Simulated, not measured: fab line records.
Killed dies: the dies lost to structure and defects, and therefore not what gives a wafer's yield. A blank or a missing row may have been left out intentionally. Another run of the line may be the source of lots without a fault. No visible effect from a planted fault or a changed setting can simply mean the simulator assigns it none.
Problem report in the 8D (eight disciplines) form, filled by code    flow nand harc    the parts of the form that need people (team, actions taken, sign-off) are left out

## 1. WHAT IS WRONG
killed dies at NHARC_END_SORT_01 reads a mean of 677 on 3 wafers of 3 lots; wafers without a fault read 33 with a standard deviation of 13. That is +50 standard deviations from the usual mean.
The first sign was on wafer L449.5 at day 21 10:20, on prober-01. Wafers with a number at this step in the record: 8, from 3 lots. Rule for "out", or "out of limits": more than 4 standard deviations from the usual mean. The other wafers with a number count as sound.

## 2. WHAT IT IS, WHAT IT ISN'T
question                     is                            is not
which readings at this step  killed dies, killed at array  killed short
which lots                   L448, L449, L451              -
which wafers of those lots   L448.5, L449.5, L451.2        L448.1, L448.6, L449.1, L449.4, L451.3
read on which gauges         prober-01, prober-02          -
when                         from day 21 10:20             up to then (2 sound wafers); but 3 sound wafers of L448, L451 came after

## 3. SUSPECTS, AND WHAT RULES EACH OUT
Counting: a tool at a process step up to the reading stays a suspect if it ran every lot that is out. Sound lots after the first of them don't rule it out here, since some wafers of a struck lot are sound.
- the gauge at NHARC_END_SORT_01: ruled out. The wafers that are out were read on 2 gauges (prober-01, prober-02).
- plasma asher-02 at NHARC_A_STAIRCASE_STRIP_171 (strips in O2): kept. It ran every lot that is out, first L448 (day 12 16:52).
- rie diel-08 at NHARC_A_STAIRCASE_ETCH_23 (etches the open film in C4F8/O2, target depth 100 nm, time 40.5 s): kept. It ran every lot that is out, first L448 (day 12 20:10). On those wafers its own readings are out: run length s.
- rie diel-08 at NHARC_A_STAIRCASE_ETCH_25 (etches the open film in C4F8/O2, target depth 100 nm, time 40.5 s): kept. It ran every lot that is out, first L449 (day 21 07:10). With no start given for some of its lots, NHARC_A_STAIRCASE_ETCH_25 uses the hours and lot order of NHARC_END_SORT_01.
Still standing after the count: plasma asher-02 at NHARC_A_STAIRCASE_STRIP_171, rie diel-08 at NHARC_A_STAIRCASE_ETCH_23, rie diel-08 at NHARC_A_STAIRCASE_ETCH_25.

## 4. THE CAUSE (what the simulator had put in)
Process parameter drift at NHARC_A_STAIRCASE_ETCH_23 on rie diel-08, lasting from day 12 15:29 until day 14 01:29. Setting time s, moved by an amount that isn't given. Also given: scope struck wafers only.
3 suspects survive the count, and this tool is in that group.

## 5. SEQUENCE OF EFFECTS, ordered by route
Rows list readings where the struck wafers' mean (over those with a number) sits beyond 3 standard deviations from the usual. Scope: only readings with a usual standard deviation given in the record; hours: median across lots of the time from each lot's start at the first step in this table that gives one to its start at this step; sigmas: change in usual standard deviations.
hours  step                       reading          usual   on struck wafers  change  sigmas
0      NHARC_A_STAIRCASE_ETCH_23  run length s     61.6 s  41.5              -20.1   -41
212    NHARC_END_SORT_01          killed at array  29      668               +639    +49
212    NHARC_END_SORT_01          killed dies      33      677               +644    +50
The process steps in it:
- NHARC_A_STAIRCASE_ETCH_23: etches the open film in C4F8/O2, target depth 100 nm, time 40.5 s.

## 6. HOW IT WOULD HAVE BEEN CAUGHT EARLIER
In this record the first reading out of limits at a measuring or inspecting step was taken at day 21 10:20, 211 hours after the fault began at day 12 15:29.
At NHARC_A_STAIRCASE_ETCH_23, the tool's own readings (run length s) were out on each struck wafer the step has a row for, so an alarm limit on them would have fired on the first such wafer.
All the lots that are out (3) had begun NHARC_A_STAIRCASE_ETCH_23 on rie diel-08 by day 21 10:20. Holding the tool at that point would not have protected any of them.
